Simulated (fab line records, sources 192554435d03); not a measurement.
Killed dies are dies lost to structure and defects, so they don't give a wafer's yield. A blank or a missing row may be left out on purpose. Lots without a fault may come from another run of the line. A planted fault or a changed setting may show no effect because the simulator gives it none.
Chamber matching | flow n5_finfet | N5_BEOL_M6_DEP_56 on pecvd-03: 3 sister chambers
The step deposits SiCN from 3MS/NH3, target thk 10 nm, time 17.5 s. 18 wafers are shown with their chamber, then 9 later ones without.

WAFERS WITH THEIR CHAMBER
wafer  | chamber | showerhead_vpp_V (V) | showerhead_plenum_p_Torr (Torr) | throttle_valve_pct (%)
L074.3 | 2       | 830                  | 3.672                           | 9.19
L074.4 | 1       | 885                  | 3.634                           | 9.51
L074.6 | 0       | 847                  | 3.667                           | 9.12
L077.2 | 2       | 839                  | 3.662                           | 8.82
L077.5 | 0       | 849                  | 3.675                           | 9.04
L077.6 | 2       | 821                  | 3.657                           | 9.42
L081.2 | 1       | 871                  | 3.646                           | 9.24
L081.3 | 0       | 847                  | 3.664                           | 8.85
L081.5 | 1       | 872                  | 3.643                           | 9.35
L082.3 | 2       | 831                  | 3.659                           | 8.48
L082.4 | 0       | 870                  | 3.674                           | 9.09
L082.6 | 1       | 871                  | 3.634                           | 9.14
L084.2 | 0       | 852                  | 3.662                           | 8.98
L084.4 | 0       | 852                  | 3.664                           | 9.22
L084.6 | 2       | 837                  | 3.667                           | 8.79
L086.2 | 0       | 839                  | 3.667                           | 8.82
L086.5 | 2       | 828                  | 3.667                           | 8.92
L086.6 | 1       | 879                  | 3.631                           | 9.36

SIGNATURES (means of the wafers above)
reading                  | chamber 0 | chamber 1 | chamber 2 | scatter within a chamber
showerhead_vpp_V         | 850.86    | 875.60    | 831.00    | 7.78
showerhead_plenum_p_Torr | 3.66757   | 3.63760   | 3.66400   | 0.00567
throttle_valve_pct       | 9.0171    | 9.3200    | 8.9367    | 0.223
Rule: a wafer's distance from a chamber is the root of the sum, over the readings, of the square of ((its reading less the chamber's mean) divided by the reading's scatter). The wafer belongs to the nearest chamber; if the next one is less than 2 further off, it can't be placed. The scatter: the root of (the sum of the squares of (reading less its chamber's mean) over the shown wafers, divided by (wafers less chambers)).

WAFERS WITHOUT THEIR CHAMBER
wafer  | showerhead_vpp_V (V) | showerhead_plenum_p_Torr (Torr) | throttle_valve_pct (%)
L088.1 | 814                  | 3.662                           | 8.62
L088.2 | 845                  | 3.675                           | 8.97
L088.3 | 885                  | 3.641                           | 9.51
L087.2 | 840                  | 3.663                           | 8.67
L087.3 | 864                  | 3.635                           | 9.52
L087.6 | 878                  | 3.638                           | 9.16
L093.1 | 851                  | 3.661                           | 9.08
L093.5 | 835                  | 3.664                           | 8.85
L093.6 | 877                  | 3.637                           | 9.46

WHICH CHAMBER EACH WENT THROUGH
wafer  | from the rows above     | in truth
L088.1 | 2                       | 2
L088.2 | can't be placed: 0 or 2 | 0
L088.3 | 1                       | 1
L087.2 | can't be placed: 2 or 0 | 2
L087.3 | 1                       | 1
L087.6 | 1                       | 1
L093.1 | can't be placed: 0 or 2 | 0
L093.5 | can't be placed: 2 or 0 | 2
L093.6 | 1                       | 1
Placed correctly: 5 of 9. Can't be placed from these rows: 4 (the true chamber is among the candidates in 4). Placed wrongly: 0.
